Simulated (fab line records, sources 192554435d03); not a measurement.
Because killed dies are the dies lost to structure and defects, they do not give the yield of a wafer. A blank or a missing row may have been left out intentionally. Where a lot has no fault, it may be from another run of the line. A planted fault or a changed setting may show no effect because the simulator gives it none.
Split-lot trial    flow n5Finfet    7 lots, 21 wafers read, on a route of 1938 steps

ON THE SPLIT
At N5_FIN_SAQP_PEB_14 (peb time 60 s), the setting pebTimeS was moved away from the recipe's 60 s on 8 of the 21 wafers read, by -21.0% to +13.7%. This setting was run at the recipe's value on the other wafers.

THE PATH FROM SPLIT TO READING: the file shows 1 step between them
- N5_FIN_SAQP_DEVELOP_15: develop time 30 s (also split here: developTimeS)

THE READING
cdNm at N5_FIN_SAQP_CD_MEAS_16, given in nm (cd target 35.6 nm). A value of 35.3 nm with a standard deviation of 0.34 nm is what fault-free wafers of this fab line usually give.

wafer   tool, chamber at the split  pebTimeS as run, s  against the recipe  cdNm, nm  against lot-mates on the recipe
L078.3  lithoTrack-02, 0            51.24               -14.6%              37.5      +2.3
L078.4  lithoTrack-02, 0            51.24               -14.6%              37.7      +2.5
L078.5  lithoTrack-02, 0            60                  recipe              35.2      -
L081.2  lithoTrack-05, 0            60                  recipe              34.8      -
L081.3  lithoTrack-05, 0            68.24               +13.7%              34.1      -0.9
L081.4  lithoTrack-05, 0            60                  recipe              35.3      -
L083.2  lithoTrack-05, 0            60                  recipe              36.2      -
L083.3  lithoTrack-05, 0            60                  recipe              35.7      -
L083.5  lithoTrack-05, 0            60                  recipe              34.6      -
L087.3  lithoTrack-05, 0            48.44               -19.3%              37.8      +2.4
L087.4  lithoTrack-05, 0            60                  recipe              35.6      -
L087.5  lithoTrack-05, 0            60                  recipe              35.1      -
L092.1  lithoTrack-02, 0            55.18               -8.0%               36.5      +1.2
L092.3  lithoTrack-02, 0            60                  recipe              35.3      -
L092.4  lithoTrack-02, 0            55.18               -8.0%               37.1      +1.8
L096.2  lithoTrack-05, 0            60                  recipe              35.3      -
L096.5  lithoTrack-05, 0            60                  recipe              35.2      -
L096.6  lithoTrack-05, 0            60                  recipe              35.6      -
L097.1  lithoTrack-03, 0            47.4                -21.0%              38.8      +3.8
L097.2  lithoTrack-03, 0            47.4                -21.0%              38.7      +3.7
L097.6  lithoTrack-03, 0            60                  recipe              35.0      -

FIT RESULTS
A straight line over all 21 wafers: cdNm changes by -0.146 nm for each +1% of pebTimeS; r = -0.95; the points scatter about the line by 0.42 nm.
The same after taking each lot's own level away (the mean of its wafers on the recipe; 21 wafers): -0.15 nm for each +1%; r = -0.95; scatter 0.45 nm.
On that fit, the largest move of pebTimeS shifts the reading by 3.1 nm.
Measured against the standard deviation above, the lots' own levels, which go from 35.00 to 35.50 nm, span 1.5 times it.
The two slopes agree, so the slope changes little with the lot-to-lot level.
Check: for one of the wafers moved furthest among these (-21.0%), held out of the fit, the line's prediction against its lot-mates is +3.14 nm. Against them it came out at +3.8 nm.

THE OTHER SPLITS THESE WAFERS WENT THROUGH
Before the reading, these wafers also passed through other splits. Each is held against what the fit with the lots' levels taken away leaves over:
other split on the same wafers         wafers away from the commonest value  r with cdNm (lot level and that fit taken away)
N5_ZERO_LAYER_EXPOSE_08 doseMj         4                                     +0.41
N5_ZERO_LAYER_DEVELOP_10 developTimeS  6                                     -0.14
N5_FIN_SAQP_DEVELOP_15 developTimeS    4                                     -0.20

FILE'S OWN FIT
cdNm changes by -0.145 nm for each +1% of pebTimeS, r = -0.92.
